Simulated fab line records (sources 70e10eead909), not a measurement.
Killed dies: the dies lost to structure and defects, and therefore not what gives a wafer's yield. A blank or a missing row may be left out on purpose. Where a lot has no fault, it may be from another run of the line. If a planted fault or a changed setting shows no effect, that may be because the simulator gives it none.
A single fault, viewed from 2 desks / flow nand harc / each desk has only its own numbers; what lay behind them comes last

== THE DEFECT DESK ==
Lot by lot, what the route's inspections counted, given as the mean of those sampled wafers with a number. A lot is out of limits, marked OUT, if its mean lies more than 4 standard deviations from the usual mean; the brackets give that distance.
Columns: A = raw defect count at NHARC_A_SGD_CUT_INSPECT_11, usual 19
lot=L544; first seen here=day 13 22:44; A=16
lot=L546; first seen here=day 14 14:08; A=19
lot=L545; first seen here=day 14 15:22; A=7
lot=L549; first seen here=day 14 16:41; A=8
lot=L551; first seen here=day 15 20:39; A=6
lot=L552; first seen here=day 15 21:02; A=22
lot=L553; first seen here=day 16 09:45; A=21
lot=L554; first seen here=day 16 11:34; A=11
lot=L558; first seen here=day 17 16:36; A=36
lot=L559; first seen here=day 17 18:31; A=10
lot=L565; first seen here=day 18 10:14; A=18
lot=L563; first seen here=day 18 10:31; A=18
lot=L564; first seen here=day 18 11:42; A=39
lot=L567; first seen here=day 19 20:48; A=18
Result from this desk: across the 14 lots, nothing is out of limits.

== TOOL OWNER'S DESK, litho track-01 ==
The tool's own readings at NHARC_A_SGD_CUT_SOFTBAKE_04 (time 55 s): means of the sampled wafers that have a number, for each lot that ran on this tool. A lot is out of limits, marked OUT, if its mean lies more than 4 standard deviations from the usual mean; the brackets give that distance.
Columns: A = heater power total W at NHARC_A_SGD_CUT_SOFTBAKE_04, usual 188.44 W
lot=L545; first seen here=day 14 14:00; A=188.51
lot=L554; first seen here=day 16 10:00; A=188.50
lot=L558; first seen here=day 17 16:00; A=188.41
lot=L559; first seen here=day 17 18:00; A=188.43
lot=L565; first seen here=day 18 09:00; A=204.96 (+99 or more) OUT
lot=L564; first seen here=day 18 11:00; A=204.98 (+99 or more) OUT
This desk's finding: out of limits on L564, L565; first on L565, day 18 09:00 (heater power total W at NHARC_A_SGD_CUT_SOFTBAKE_04). In limits: L545, L554, L558, L559.

== ALL TOGETHER ==
An alarm could have come from the tool owner's desk at day 18 09:00, on L564, L565.
Nothing the defect desk looked at was out of limits.
The defect desk has L564, L565 on record, within its limits.
Of the lots named, all ran NHARC_A_SGD_CUT_SOFTBAKE_04 on litho track-01.

== WHAT THE SIMULATOR HAD INSERTED ==
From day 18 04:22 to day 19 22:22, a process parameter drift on litho track-01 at NHARC_A_SGD_CUT_SOFTBAKE_04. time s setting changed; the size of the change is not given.
Lots struck among those shown: L564, L565.
Time in hours from fault onset to the first out-of-limits reading at each desk: the tool owner's desk, 5.
